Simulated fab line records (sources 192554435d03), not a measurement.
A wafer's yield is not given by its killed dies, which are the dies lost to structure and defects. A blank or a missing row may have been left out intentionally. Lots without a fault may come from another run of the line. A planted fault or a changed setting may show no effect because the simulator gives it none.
fab line records	flow n5_finfet	part 1 of 2: steps 1 to 17 of 26
[record] lots = 5	wafers = 15	last_day = 19
route steps=1938 shown BEOL_M9@1412
lots untouched by any fault: they come from a run of this same line in which no faults occurred
start_h: the number of hours between the record's first day and the start of the first shown wafer of the lot	wait_h: hours since the lot's step before	" unchanged from the row above	L1.1+2: a single row standing in for several wafers	- no value, or no start was given	* or withheld: withheld	< > ~ a bound
route shown NAME@n: a module of which the file shows steps, and the number in the route of the first	usual: mean/standard deviation taken from wafers without a fault	same: alike in all rows	chamber/n: place in a boat	sites: per-site readings	_std_site: standard deviation of those values	_edge_site: mean of outer sites minus mean of inner sites	radius_mm: for every site, how far away it sits from the centre of the wafer	mask NAME#n: copy n	behind: the last tool/chamber to shape the wafer	hold: reason for holding the lot/hours on hold/outcome of the hold	device: transistor that didn't switch, given as n, p or np	end of line: tests run on the same wafers once the route is complete	step lacking rows: just its recipe	killed: not the wafer's yield, but the dies lost to structure and defects at the first sort	map: a wafer's dies, marking killed ones x, the rest . and places with no die _
set.NAME: the setting as run; set.NAME@STEP: as run at that earlier step	model.NAME: the simulator's own value behind a step, which no gauge read
certain route steps with their lots: each step a table, each wafer a row
services: from which hour (start_h, from the record's first day; less than 0 if before it) a tool's chamber was out of use, for how many hours, and why
[[steps]]
[step N5_BEOL_M9_PEB_09]
[recipe] peb_temp_c = withheld	peb_time_s = 60	resist = CAR-ArF
[usual] exhaust_pa = 44.9/0.81	resist_line_temp_C = 23.01/0.11
lot.wafer	tool	chamber	start_h	wait_h	exhaust_pa	resist_line_temp_C
L077.1	litho_track-05	0	251.61	0.1	46.0	23.09
L077.4	"	0	"	"	46.1	23.24
L077.5	"	0	"	"	46.4	23.12
L078.1	litho_track-01	0	262.65	0.1	43.9	23.14
L078.3	"	0	"	"	43.7	23.05
L078.4	"	0	"	"	44.4	23.16
L081.2	litho_track-03	0	286.98	0.0	45.4	22.90
L081.4	"	0	"	"	45.2	22.95
L081.5	"	0	"	"	46.2	23.01
L084.3	litho_track-03	0	293.25	0.0	44.8	23.10
L084.4	"	0	"	"	44.8	23.10
L084.6	"	0	"	"	45.1	23.06
L097.1	litho_track-03	0	383.57	0.1	45.1	22.94
L097.3	"	0	"	"	45.3	23.01
L097.5	"	0	"	"	44.9	22.98
[step N5_BEOL_M9_DEVELOP_10]
[recipe] develop_time_s = 30	developer = TMAH	resist = CAR-ArF	rinse_liquid = diw	dry = air_spin	dev_temp_c = 23
[usual] exhaust_pa = 45.0/0.94	resist_line_temp_C = 23.01/0.097
lot.wafer	tool	chamber	start_h	wait_h	exhaust_pa	resist_line_temp_C
L077.1	litho_track-05	0	-	-	45.2	22.99
L077.4	"	0	"	"	45.3	23.06
L077.5	"	0	"	"	44.9	23.06
L078.1	litho_track-01	0	-	-	44.1	23.17
L078.3	"	0	"	"	43.6	23.06
L078.4	"	0	"	"	44.0	22.85
L081.2	litho_track-03	0	-	-	43.4	22.99
L081.4	"	0	"	"	44.8	22.98
L081.5	"	0	"	"	43.9	23.06
L084.3	litho_track-03	0	-	-	44.3	22.90
L084.4	"	0	"	"	43.7	22.90
L084.6	"	0	"	"	44.6	22.88
L097.1	litho_track-03	0	-	-	46.0	22.99
L097.3	"	0	"	"	45.1	22.99
L097.5	"	0	"	"	46.2	23.01
[step N5_BEOL_M9_CD_MEAS_11]
[recipe] target_cd_nm = 64.1	landing_energy_ev = 500	detector = se_inlens	polarity = opening
[usual] cd_nm = 64.1/0.46
lot.wafer	tool	chamber	start_h	wait_h	cd_nm
L077.1	cd_sem-03	0	251.68	-	64.4
L077.4	"	0	"	"	63.6
L077.5	"	0	"	"	63.6
L078.1	cd_sem-01	0	262.72	-	63.6
L078.3	"	0	"	"	63.1
L078.4	"	0	"	"	64.0
L081.2	cd_sem-02	0	287.05	-	64.5
L081.4	"	0	"	"	64.3
L081.5	"	0	"	"	64.7
L084.3	cd_sem-03	0	293.32	-	64.4
L084.4	"	0	"	"	64.6
L084.6	"	0	"	"	64.4
L097.1	cd_sem-03	0	383.63	-	64.2
L097.3	"	0	"	"	64.3
L097.5	"	0	"	"	64.4
[step N5_BEOL_M9_OVL_MEAS_12]
[recipe] points_per_wafer = 44
[usual] M9_OVL = 0.6/0.97
lot.wafer	tool	chamber	start_h	wait_h	M9_OVL[nm]
L077.1	overlay-01	0	251.71	0.0	0.8
L077.4	"	0	"	"	0.8
L077.5	"	0	"	"	0.5
L078.1	overlay-02	0	262.75	0.0	0.1
L078.3	"	0	"	"	-1.0
L078.4	"	0	"	"	-1.6
L081.2	overlay-02	0	287.08	0.0	1.7
L081.4	"	0	"	"	0.7
L081.5	"	0	"	"	2.4
L084.3	overlay-01	0	293.34	0.0	-0.7
L084.4	"	0	"	"	-1.4
L084.6	"	0	"	"	-1.0
L097.1	overlay-02	0	383.66	0.0	0.7
L097.3	"	0	"	"	0.9
L097.5	"	0	"	"	2.0
[step N5_BEOL_M9_INSPECT_13]
[recipe] mode = adi	inspect_instrument = brightfield
[usual] raw_defect_count = 440/110
lot.wafer	tool	chamber	start_h	wait_h	raw_defect_count
L077.1	defect_inspect-02	-	251.73	0.0	416
L077.4	"	-	"	"	384
L077.5	"	-	"	"	332
L078.1	defect_inspect-01	-	262.77	0.0	424
L078.3	"	-	"	"	387
L078.4	"	-	"	"	404
L081.2	defect_inspect-02	-	287.10	0.0	610
L081.4	"	-	"	"	553
L081.5	"	-	"	"	646
L084.3	defect_inspect-02	-	293.37	0.0	349
L084.4	"	-	"	"	373
L084.6	"	-	"	"	442
L097.1	defect_inspect-01	-	383.69	0.0	447
L097.3	"	-	"	"	402
L097.5	"	-	"	"	427
[step N5_BEOL_M9_DESCUM_16]
[recipe] chemistry = O2	time_s = 7.9	source_power_w = 50	bias_power_w = 20	pressure_mtorr = 20	rf_frequency_hz = 2.712e+07	temp_c = 40	resist = CAR-ArF	o2_flow_sccm = 225
[usual] drypump_motor_current_A = 5.5/0.31	oes_product_au = 0.79/0.083	rf_fwd_power_W = 49.39/0.2	rf_vpp_V = 242.9/1.6	showerhead_plenum_p_Torr = 2.08/0.081	throttle_valve_pct = 20.34/0.25
lot.wafer	tool	chamber	start_h	wait_h	drypump_motor_current_A	oes_product_au	rf_fwd_power_W	rf_hours_counter_h	rf_vpp_V	showerhead_plenum_p_Torr	throttle_valve_pct
L077.1	rie_diel-06	3	251.77	0.0	5.1	0.70	49.11	234	240.4	1.98	20.49
L077.4	"	1	"	"	5.9	0.87	49.37	51	244.4	2.12	20.15
L077.5	"	0	"	"	5.5	0.85	49.20	-	244.0	2.13	20.17
L078.1	rie_diel-06	3	263.12	0.3	5.0	0.71	48.96	237	240.0	1.98	20.47
L078.3	"	0	"	"	5.4	0.85	49.04	77	244.3	2.13	20.17
L078.4	"	2	"	"	6.0	0.78	48.97	126	244.7	2.19	20.18
L081.2	rie_diel-06	2	287.29	0.2	6.0	0.77	49.24	131	245.9	2.19	20.17
L081.4	"	1	"	"	6.0	0.86	49.42	61	244.5	2.12	20.17
L081.5	"	2	"	"	6.0	0.77	49.22	-	245.2	2.19	20.17
L084.3	rie_diel-03	2	293.40	0.0	5.3	0.72	49.89	201	243.2	2.08	20.97
L084.4	"	3	"	"	5.7	0.97	49.40	1	242.1	2.06	20.40
L084.6	"	1	"	"	5.2	0.74	49.50	-	239.5	1.91	20.19
L097.1	rie_diel-01	3	383.72	0.0	5.7	0.71	49.46	194	241.2	1.99	20.16
L097.3	"	0	"	"	5.1	0.78	49.47	126	243.8	2.10	20.70
L097.5	"	3	"	"	5.6	0.70	49.39	-	242.6	1.99	20.15
[step N5_BEOL_M9_ETCH_61]
[recipe] chemistry = CF4	target = SiARC	target_depth_a = 390	mask_material = CAR-ArF	time_s = 65	ion_energy_ev = 80	pressure_mtorr = 40	source_w = 545	bias_w = 36	Ar_flow_sccm = 100	cf4_flow_sccm = 100	ends = cleared
[usual] drypump_motor_current_A = 5.5/0.31	etch_rf_on_time_s = 64.7/1	mfc_ar_sccm = 99.99/0.28	oes_product_au = 0.68/0.071	rf_fwd_power_W = 538.7/2	rf_vpp_V = 184.0/1.3	showerhead_plenum_p_Torr = 2.13/0.076	throttle_valve_pct = 15.53/0.25
lot.wafer	tool	chamber	start_h	wait_h	drypump_motor_current_A	etch_rf_on_time_s	mfc_ar_sccm	oes_product_au	rf_fwd_power_W	rf_hours_counter_h	rf_vpp_V	showerhead_plenum_p_Torr	throttle_valve_pct
L077.1	rie_diel-06	3	251.80	0.0	5.1	65.6	99.91	0.60	536.8	234	182.1	2.03	15.69
L077.4	"	1	"	"	6.0	62.7	99.81	0.75	538.3	51	186.3	2.17	15.32
L077.5	"	0	"	"	5.5	63.4	99.72	0.74	537.5	-	184.9	2.17	15.29
L078.1	rie_diel-06	3	263.15	0.0	5.1	66.5	99.70	0.60	539.1	237	183.3	2.03	15.70
L078.3	"	0	"	"	5.5	63.3	99.82	0.73	540.9	77	182.0	2.16	15.33
L078.4	"	2	"	"	6.0	65.0	99.98	0.66	536.6	127	185.8	2.23	15.37
L081.2	rie_diel-06	2	287.33	0.0	6.0	65.0	100.07	0.66	536.8	131	183.9	2.23	15.35
L081.4	"	1	"	"	6.0	64.4	100.08	0.72	541.0	61	184.5	2.17	15.36
L081.5	"	2	"	"	5.9	65.5	100.18	0.66	536.6	-	184.7	2.23	15.37
L084.3	rie_diel-03	2	293.44	0.0	5.2	66.0	100.04	0.61	542.3	201	183.7	2.13	16.13
L084.4	"	3	"	"	5.7	63.7	99.40	0.85	539.3	1	182.3	2.11	15.46
L084.6	"	1	"	"	5.2	65.2	100.01	0.64	542.1	-	182.6	1.97	15.43
L097.1	rie_diel-01	3	383.76	0.0	5.7	65.0	99.99	0.60	540.9	194	182.6	2.05	15.46
L097.3	"	0	"	"	5.1	65.1	99.54	0.66	539.2	126	183.9	2.15	15.84
L097.5	"	3	"	"	5.7	64.7	100.48	0.61	538.7	-	184.1	2.05	15.46
[step N5_BEOL_M9_ETCH_62]
[recipe] chemistry = N2/H2	target = SOC	target_depth_a = 1100	overetch_a = 220	mask_material = SiARC	temp_c = 40	time_s = 165	ion_energy_ev = 200	pressure_mtorr = 30	source_w = 840	bias_w = 150	n2_flow_sccm = 200	h2_flow_sccm = 200
[usual] drypump_motor_current_A = 5.5/0.31	h2_flow_sccm = 199.9/0.6	oes_product_au = 0.67/0.066	rf_fwd_power_W = 837.6/2.7	rf_vpp_V = 523.3/2.8	showerhead_plenum_p_Torr = 2.52/0.099	throttle_valve_pct = 17.77/0.25
lot.wafer	tool	chamber	start_h	wait_h	drypump_motor_current_A	h2_flow_sccm	oes_product_au	rf_fwd_power_W	rf_hours_counter_h	rf_vpp_V	showerhead_plenum_p_Torr	throttle_valve_pct
L077.1	rie_diel-06	3	251.85	0.0	5.1	199.1	0.60	836.4	234	519.7	2.40	17.97
L077.4	"	1	"	"	6.0	199.4	0.73	837.1	51	525.1	2.58	17.63
L077.5	"	0	"	"	5.5	199.0	0.72	835.7	-	523.6	2.57	17.51
L078.1	rie_diel-06	3	263.20	0.0	5.1	199.9	0.60	831.0	237	518.9	2.40	17.96
L078.3	"	0	"	"	5.5	200.5	0.71	839.9	77	525.1	2.57	17.50
L078.4	"	2	"	"	5.9	199.4	0.66	838.9	127	527.4	2.67	17.78
L081.2	rie_diel-06	2	287.38	0.0	6.0	200.2	0.65	837.3	131	525.7	2.67	17.77
L081.4	"	1	"	"	6.0	200.9	0.72	835.8	61	525.0	2.58	17.65
L081.5	"	2	"	"	5.9	199.7	0.65	838.8	-	527.2	2.67	17.78
L084.3	rie_diel-03	2	293.49	0.0	5.3	199.8	0.62	840.1	201	521.4	2.52	18.37
L084.4	"	3	"	"	5.7	200.8	0.83	834.1	2	523.0	2.50	17.76
L084.6	"	1	"	"	5.2	200.6	0.64	837.7	-	516.5	2.32	17.52
L097.1	rie_diel-01	3	383.81	0.0	5.7	199.8	0.61	836.6	194	520.4	2.43	17.78
L097.3	"	0	"	"	5.1	200.3	0.65	837.8	126	525.4	2.55	18.00
L097.5	"	3	"	"	5.7	199.8	0.61	833.9	-	519.8	2.43	17.79
[step N5_BEOL_M9_STRIP_68]
[recipe] chemistry = N2/H2	temp_c = 40	n2_flow_sccm = 200	h2_flow_sccm = 200	rf_frequency_hz = 6e+07
lot.wafer	tool	chamber	start_h	wait_h
L077.1+4+5	rie_diel-06	3,1,0	251.99	0.1
L078.1+3+4	rie_diel-06	3,0,2	263.34	0.1
L081.2+4+5	rie_diel-06	2,1,2	287.51	0.1
L084.3+4+6	rie_diel-03	2,3,1	293.62	0.1
L097.1+3+5	rie_diel-01	3,0,3	383.94	0.1
[step N5_BEOL_M9_STRIP_67]
[recipe] chemistry = CF4	resist = SiARC	power_w = 300	bias_power_w = 75	pressure_mtorr = 50	cf4_flow_sccm = 150	rf_frequency_hz = 6e+07
[usual] drypump_motor_current_A = 5.5/0.31	oes_product_au = 0.79/0.078	power_w = 300.0/0.85	rf_vpp_V = 270.8/1.7	showerhead_plenum_p_Torr = 1.78/0.064	throttle_valve_pct = 13.51/0.26
lot.wafer	tool	chamber	start_h	wait_h	drypump_motor_current_A	oes_product_au	power_w	rf_hours_counter_h	rf_vpp_V	showerhead_plenum_p_Torr	throttle_valve_pct
L077.1	rie_diel-06	3	252.00	0.0	5.1	0.71	300.7	234	270.2	1.70	13.71
L077.4	"	1	"	"	6.0	0.86	299.4	51	270.1	1.82	13.25
L077.5	"	0	"	"	5.5	0.84	298.6	-	271.2	1.81	13.29
L078.1	rie_diel-06	3	263.35	0.0	5.0	0.71	300.1	237	269.4	1.70	13.71
L078.3	"	0	"	"	5.5	0.84	299.7	77	270.9	1.81	13.29
L078.4	"	2	"	"	6.0	0.78	302.1	127	272.6	1.87	13.37
L081.2	rie_diel-06	2	287.52	0.0	6.0	0.77	300.5	131	274.5	1.87	13.38
L081.4	"	1	"	"	6.0	0.84	300.3	61	271.8	1.82	13.30
L081.5	"	2	"	"	6.0	0.78	301.1	-	272.4	1.87	13.37
L084.3	rie_diel-03	2	293.63	0.0	5.3	0.73	300.9	201	271.1	1.78	14.09
L084.4	"	3	"	"	5.7	0.97	300.9	2	269.4	1.77	13.39
L084.6	"	1	"	"	5.2	0.75	299.2	-	268.2	1.65	13.44
L097.1	rie_diel-01	3	383.95	0.0	5.7	0.71	302.2	194	270.1	1.72	13.47
L097.3	"	0	"	"	5.1	0.77	298.7	126	271.2	1.80	13.79
L097.5	"	3	"	"	5.7	0.71	300.1	-	269.1	1.72	13.46
[step N5_BEOL_M9_HM_OPEN_17]
[recipe] chemistry = Cl2/BCl3	target_depth_a = 200	overetch_a = 60	target = TiN	mask_material = SOC	ion_energy_ev = 150	pressure_mtorr = 10	icp_w = 1000	bias_w = 126	Cl2_flow_sccm = 53.25	bcl3_flow_sccm = 21.75	Ar_flow_sccm = 25
[usual] drypump_motor_current_A = 5.5/0.4	mfc_ar_sccm = 25.00/0.068	oes_product_au = 0.62/0.069	rf_fwd_power_W = 992/3.4	throttle_valve_pct = 22.28/0.25
lot.wafer	tool	chamber	start_h	wait_h	drypump_motor_current_A	mfc_ar_sccm	oes_product_au	rf_fwd_power_W	rf_hours_counter_h	throttle_valve_pct
L077.1	rie_metal-03	1	252.04	0.0	5.3	24.84	0.74	991	15	22.04
L077.4	"	1	"	"	5.3	25.05	0.73	996	-	22.03
L077.5	"	1	"	"	5.3	25.02	0.73	995	-	22.06
L078.1	rie_metal-02	0	263.39	0.0	5.3	24.96	0.59	992	95	22.09
L078.3	"	1	"	"	5.1	25.07	0.64	996	-	22.58
L078.4	"	0	"	"	5.4	24.98	0.58	994	-	22.09
L081.2	rie_metal-02	1	287.56	0.0	5.1	24.87	0.63	995	52	22.59
L081.4	"	1	"	"	5.1	24.92	0.64	996	-	22.56
L081.5	"	0	"	"	5.4	25.14	0.58	992	-	22.09
L084.3	rie_metal-02	0	293.70	0.1	5.4	24.90	0.58	998	-	22.09
L084.4	"	1	"	"	5.1	24.99	0.63	995	-	22.57
L084.6	"	1	"	"	5.1	24.95	0.64	997	-	22.58
L097.1	rie_metal-02	0	383.99	0.0	5.3	25.04	0.82	995	0	21.84
L097.3	"	0	"	"	5.3	24.98	0.82	998	-	21.85
L097.5	"	0	"	"	5.3	24.95	0.82	997	-	21.87
[step N5_BEOL_M9_STRIP_19]
[recipe] chemistry = O2	power_w = 400	temp_c = 40	pressure_mtorr = 30	rf_frequency_hz = 6e+07	bias_power_w = 0	overash_fraction = 0.2	o2_flow_sccm = 225
[usual] drypump_motor_current_A = 5.56/0.29	oes_product_au = 0.78/0.079	rf_vpp_V = 3.7/0.58	showerhead_plenum_p_Torr = 2.09/0.08	throttle_valve_pct = 16.62/0.27
lot.wafer	tool	chamber	start_h	wait_h	drypump_motor_current_A	oes_product_au	rf_hours_counter_h	rf_vpp_V	showerhead_plenum_p_Torr	throttle_valve_pct
L077.1	rie_diel-03	1	252.32	0.2	5.21	0.76	157	4.5	1.92	16.45
L077.4	"	0	"	"	5.59	0.71	-	3.3	2.07	16.60
L077.5	"	1	"	"	5.22	0.76	-	3.5	1.92	16.46
L078.1	rie_diel-01	0	263.50	0.1	5.07	0.81	94	2.7	2.12	16.85
L078.3	"	2	"	"	5.67	0.71	238	2.5	2.07	16.90
L078.4	"	3	"	"	5.65	0.75	153	4.1	2.01	16.38
L081.2	rie_diel-06	1	287.67	0.1	5.97	0.85	61	4.3	2.13	16.40
L081.4	"	3	"	"	5.06	0.70	244	4.1	1.98	16.76
L081.5	"	2	"	"	5.93	0.77	-	3.0	2.19	16.44
L084.3	rie_diel-06	1	293.78	0.1	5.96	0.85	61	3.9	2.13	16.41
L084.4	"	3	"	"	5.07	0.70	245	4.7	1.98	16.80
L084.6	"	3	"	"	5.07	0.70	-	3.7	1.98	16.76
L097.1	rie_diel-03	2	384.17	0.1	5.31	0.69	232	4.4	2.07	17.25
L097.3	"	1	"	"	5.23	0.72	201	4.0	1.91	16.52
L097.5	"	1	"	"	5.21	0.72	-	4.1	1.91	16.54
[step N5_BEOL_M9_CD_MEAS_18]
[recipe] pitch_nm = 140	target_cd_nm = 70
[usual] cd_nm = 70.1/0.45
lot.wafer	tool	chamber	start_h	wait_h	cd_nm
L077.1	cd_sem-03	-	252.39	0.0	70.4
L077.4	"	-	"	"	69.4
L077.5	"	-	"	"	70.0
L078.1	cd_sem-02	-	263.58	0.1	69.5
L078.3	"	-	"	"	69.6
L078.4	"	-	"	"	69.7
L081.2	cd_sem-01	-	287.74	0.1	70.0
L081.4	"	-	"	"	70.0
L081.5	"	-	"	"	70.4
L084.3	cd_sem-03	-	293.86	0.1	70.2
L084.4	"	-	"	"	70.0
L084.6	"	-	"	"	70.3
L097.1	cd_sem-03	-	384.24	0.0	70.1
L097.3	"	-	"	"	70.8
L097.5	"	-	"	"	70.3
[step N5_BEOL_M9_COAT_63]
[recipe] resist = SOC	temp_c = 250	time_s = 60	spin_rpm = 1500	resist_thk_nm = 60
[usual] exhaust_pa = 45.3/0.88	resist_line_temp_C = 23.02/0.11
lot.wafer	tool	chamber	start_h	wait_h	exhaust_pa	resist_line_temp_C
L077.1	litho_track-01	0	255.41	3.0	45.5	23.04
L077.4	"	0	"	"	43.2	23.02
L077.5	"	0	"	"	43.5	22.98
L078.1	litho_track-01	0	265.04	1.5	45.2	23.04
L078.3	"	0	"	"	46.6	23.00
L078.4	"	0	"	"	45.7	23.09
L081.2	litho_track-01	0	291.90	4.2	45.3	22.98
L081.4	"	0	"	"	44.5	22.81
L081.5	"	0	"	"	45.4	22.92
L084.3	litho_track-05	0	295.06	1.2	44.4	23.07
L084.4	"	0	"	"	45.0	23.06
L084.6	"	0	"	"	45.8	23.14
L097.1	litho_track-03	0	385.48	1.2	45.3	23.07
L097.3	"	0	"	"	44.7	22.97
L097.5	"	0	"	"	45.9	23.07
[step N5_BEOL_M9_COAT_64]
[recipe] resist = SiARC	temp_c = 220	time_s = 60	spin_rpm = 1500	resist_thk_nm = 12
[usual] exhaust_pa = 44.7/0.87	resist_line_temp_C = 23.00/0.095
lot.wafer	tool	chamber	start_h	wait_h	exhaust_pa	resist_line_temp_C
L077.1	litho_track-01	0	-	-	45.2	23.08
L077.4	"	0	"	"	44.4	23.06
L077.5	"	0	"	"	44.4	22.99
L078.1	litho_track-01	0	-	-	43.8	22.98
L078.3	"	0	"	"	45.2	23.00
L078.4	"	0	"	"	44.2	22.90
L081.2	litho_track-01	0	-	-	43.7	23.02
L081.4	"	0	"	"	44.0	23.15
L081.5	"	0	"	"	45.1	22.97
L084.3	litho_track-05	0	-	-	44.1	22.95
L084.4	"	0	"	"	44.8	22.91
L084.6	"	0	"	"	44.3	22.98
L097.1	litho_track-03	0	-	-	44.8	23.01
L097.3	"	0	"	"	45.5	22.89
L097.5	"	0	"	"	45.3	23.09
[step N5_BEOL_M9_COAT_75]
[recipe] resist = underlayer	temp_c = 205	time_s = 60	spin_rpm = 1500	resist_thk_nm = 5
[usual] exhaust_pa = 44.8/0.86	resist_line_temp_C = 22.99/0.1
lot.wafer	tool	chamber	start_h	wait_h	exhaust_pa	resist_line_temp_C
L077.1	litho_track-01	0	-	-	43.2	23.03
L077.4	"	0	"	"	43.3	22.67
L077.5	"	0	"	"	45.4	22.99
L078.1	litho_track-01	0	-	-	45.4	22.94
L078.3	"	0	"	"	45.3	23.10
L078.4	"	0	"	"	45.3	22.93
L081.2	litho_track-01	0	-	-	44.4	22.77
L081.4	"	0	"	"	44.9	22.96
L081.5	"	0	"	"	44.3	23.03
L084.3	litho_track-05	0	-	-	44.2	23.06
L084.4	"	0	"	"	43.5	22.98
L084.6	"	0	"	"	44.5	22.91
L097.1	litho_track-03	0	-	-	46.7	22.87
L097.3	"	0	"	"	45.1	22.98
L097.5	"	0	"	"	45.3	23.08
[step N5_BEOL_M9_COAT_22]
[recipe] resist = CAR-EUV	spin_rpm = 1500	resist_thk_nm = 30
[usual] exhaust_pa = 44.9/0.85	resist_line_temp_C = 22.99/0.11
lot.wafer	tool	chamber	start_h	wait_h	exhaust_pa	resist_line_temp_C
L077.1	litho_track-01	0	-	-	43.4	23.00
L077.4	"	0	"	"	42.7	23.02
L077.5	"	0	"	"	42.9	22.95
L078.1	litho_track-01	0	-	-	46.5	23.00
L078.3	"	0	"	"	44.7	22.93
L078.4	"	0	"	"	45.1	22.81
L081.2	litho_track-01	0	-	-	44.8	23.08
L081.4	"	0	"	"	45.4	23.38
L081.5	"	0	"	"	44.6	23.14
L084.3	litho_track-05	0	-	-	45.7	22.93
L084.4	"	0	"	"	43.9	23.10
L084.6	"	0	"	"	45.8	23.03
L097.1	litho_track-03	0	-	-	45.2	23.07
L097.3	"	0	"	"	45.6	22.93
L097.5	"	0	"	"	45.1	23.08
